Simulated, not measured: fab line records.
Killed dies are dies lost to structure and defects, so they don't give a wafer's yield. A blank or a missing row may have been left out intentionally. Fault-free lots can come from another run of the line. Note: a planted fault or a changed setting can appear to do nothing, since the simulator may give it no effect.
Chamber matching || flow n5_finfet || N5_BEOL_M2_DEP_57 on pecvd-02 has 3 sister chambers
The step deposits SiCN from 3MS/NH3, target thk 8 nm, time 14 s. 24 wafers are shown with their chamber, then 12 later ones without.

EACH WAFER AND ITS CHAMBER
{"wafer": "L074.3", "chamber": 1, "throttle_valve_pct (%)": 9.1, "showerhead_plenum_p_Torr (Torr)": 3.652}
{"wafer": "L074.4", "chamber": 0, "throttle_valve_pct (%)": 9.3, "showerhead_plenum_p_Torr (Torr)": 3.655}
{"wafer": "L074.6", "chamber": 2, "throttle_valve_pct (%)": 8.0, "showerhead_plenum_p_Torr (Torr)": 3.667}
{"wafer": "L079.1", "chamber": 1, "throttle_valve_pct (%)": 9.1, "showerhead_plenum_p_Torr (Torr)": 3.639}
{"wafer": "L079.2", "chamber": 2, "throttle_valve_pct (%)": 7.9, "showerhead_plenum_p_Torr (Torr)": 3.683}
{"wafer": "L079.3", "chamber": 0, "throttle_valve_pct (%)": 9.8, "showerhead_plenum_p_Torr (Torr)": 3.661}
{"wafer": "L079.4", "chamber": 0, "throttle_valve_pct (%)": 9.5, "showerhead_plenum_p_Torr (Torr)": 3.661}
{"wafer": "L079.5", "chamber": 1, "throttle_valve_pct (%)": 8.8, "showerhead_plenum_p_Torr (Torr)": 3.644}
{"wafer": "L079.6", "chamber": 2, "throttle_valve_pct (%)": 8.2, "showerhead_plenum_p_Torr (Torr)": 3.673}
{"wafer": "L083.1", "chamber": 2, "throttle_valve_pct (%)": 8.2, "showerhead_plenum_p_Torr (Torr)": 3.682}
{"wafer": "L083.2", "chamber": 1, "throttle_valve_pct (%)": 9.1, "showerhead_plenum_p_Torr (Torr)": 3.651}
{"wafer": "L083.3", "chamber": 0, "throttle_valve_pct (%)": 9.6, "showerhead_plenum_p_Torr (Torr)": 3.664}
{"wafer": "L083.4", "chamber": 0, "throttle_valve_pct (%)": 9.5, "showerhead_plenum_p_Torr (Torr)": 3.647}
{"wafer": "L083.5", "chamber": 1, "throttle_valve_pct (%)": 9.1, "showerhead_plenum_p_Torr (Torr)": 3.646}
{"wafer": "L083.6", "chamber": 2, "throttle_valve_pct (%)": 8.1, "showerhead_plenum_p_Torr (Torr)": 3.684}
{"wafer": "L085.1", "chamber": 2, "throttle_valve_pct (%)": 8.0, "showerhead_plenum_p_Torr (Torr)": 3.669}
{"wafer": "L085.2", "chamber": 1, "throttle_valve_pct (%)": 9.1, "showerhead_plenum_p_Torr (Torr)": 3.645}
{"wafer": "L085.3", "chamber": 0, "throttle_valve_pct (%)": 9.5, "showerhead_plenum_p_Torr (Torr)": 3.658}
{"wafer": "L085.4", "chamber": 1, "throttle_valve_pct (%)": 9.0, "showerhead_plenum_p_Torr (Torr)": 3.642}
{"wafer": "L085.5", "chamber": 0, "throttle_valve_pct (%)": 9.7, "showerhead_plenum_p_Torr (Torr)": 3.657}
{"wafer": "L085.6", "chamber": 2, "throttle_valve_pct (%)": 8.0, "showerhead_plenum_p_Torr (Torr)": 3.684}
{"wafer": "L090.2", "chamber": 2, "throttle_valve_pct (%)": 8.3, "showerhead_plenum_p_Torr (Torr)": 3.678}
{"wafer": "L090.4", "chamber": 2, "throttle_valve_pct (%)": 8.1, "showerhead_plenum_p_Torr (Torr)": 3.686}
{"wafer": "L090.6", "chamber": 0, "throttle_valve_pct (%)": 9.2, "showerhead_plenum_p_Torr (Torr)": 3.667}

SIGNATURES (averages over the wafers above)
{"reading": "throttle_valve_pct", "chamber 0": 9.512, "chamber 1": 9.043, "chamber 2": 8.089, "scatter within a chamber": 0.15}
{"reading": "showerhead_plenum_p_Torr", "chamber 0": 3.65875, "chamber 1": 3.64557, "chamber 2": 3.67844, "scatter within a chamber": 0.00615}
Rule: distance of a wafer from a chamber = root of the sum over the readings of ((wafer's reading minus chamber's mean) / reading's scatter) squared. The wafer belongs to the nearest chamber; if the next one is less than 2 further off, it can't be placed. The scatter: take each reading less its chamber's mean, square it, sum over the shown wafers, divide by the number of wafers less the number of chambers, and take the root.

WAFERS WITHOUT THEIR CHAMBER
{"wafer": "L093.2", "throttle_valve_pct (%)": 9.1, "showerhead_plenum_p_Torr (Torr)": 3.646}
{"wafer": "L093.4", "throttle_valve_pct (%)": 8.2, "showerhead_plenum_p_Torr (Torr)": 3.678}
{"wafer": "L093.5", "throttle_valve_pct (%)": 9.0, "showerhead_plenum_p_Torr (Torr)": 3.636}
{"wafer": "L094.3", "throttle_valve_pct (%)": 9.4, "showerhead_plenum_p_Torr (Torr)": 3.663}
{"wafer": "L094.4", "throttle_valve_pct (%)": 9.4, "showerhead_plenum_p_Torr (Torr)": 3.654}
{"wafer": "L094.5", "throttle_valve_pct (%)": 9.0, "showerhead_plenum_p_Torr (Torr)": 3.644}
{"wafer": "L092.1", "throttle_valve_pct (%)": 9.5, "showerhead_plenum_p_Torr (Torr)": 3.658}
{"wafer": "L092.2", "throttle_valve_pct (%)": 8.9, "showerhead_plenum_p_Torr (Torr)": 3.648}
{"wafer": "L092.5", "throttle_valve_pct (%)": 9.0, "showerhead_plenum_p_Torr (Torr)": 3.639}
{"wafer": "L092.3", "throttle_valve_pct (%)": 9.4, "showerhead_plenum_p_Torr (Torr)": 3.654}
{"wafer": "L092.4", "throttle_valve_pct (%)": 9.2, "showerhead_plenum_p_Torr (Torr)": 3.638}
{"wafer": "L092.6", "throttle_valve_pct (%)": 9.4, "showerhead_plenum_p_Torr (Torr)": 3.665}

THE CHAMBER EACH PASSED THROUGH
{"wafer": "L093.2", "from the rows above": 1, "in truth": 1}
{"wafer": "L093.4", "from the rows above": 2, "in truth": 2}
{"wafer": "L093.5", "from the rows above": 1, "in truth": 1}
{"wafer": "L094.3", "from the rows above": 0, "in truth": 0}
{"wafer": "L094.4", "from the rows above": "can't be placed: 0 or 1", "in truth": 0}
{"wafer": "L094.5", "from the rows above": 1, "in truth": 1}
{"wafer": "L092.1", "from the rows above": 0, "in truth": 0}
{"wafer": "L092.2", "from the rows above": 1, "in truth": 1}
{"wafer": "L092.5", "from the rows above": 1, "in truth": 1}
{"wafer": "L092.3", "from the rows above": "can't be placed: 0 or 1", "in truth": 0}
{"wafer": "L092.4", "from the rows above": 1, "in truth": 1}
{"wafer": "L092.6", "from the rows above": 0, "in truth": 0}
Placed correctly: 10 of 12. Cannot be placed on the basis of these rows: 2; the candidates contain the true chamber in 2. 0 placed wrongly.
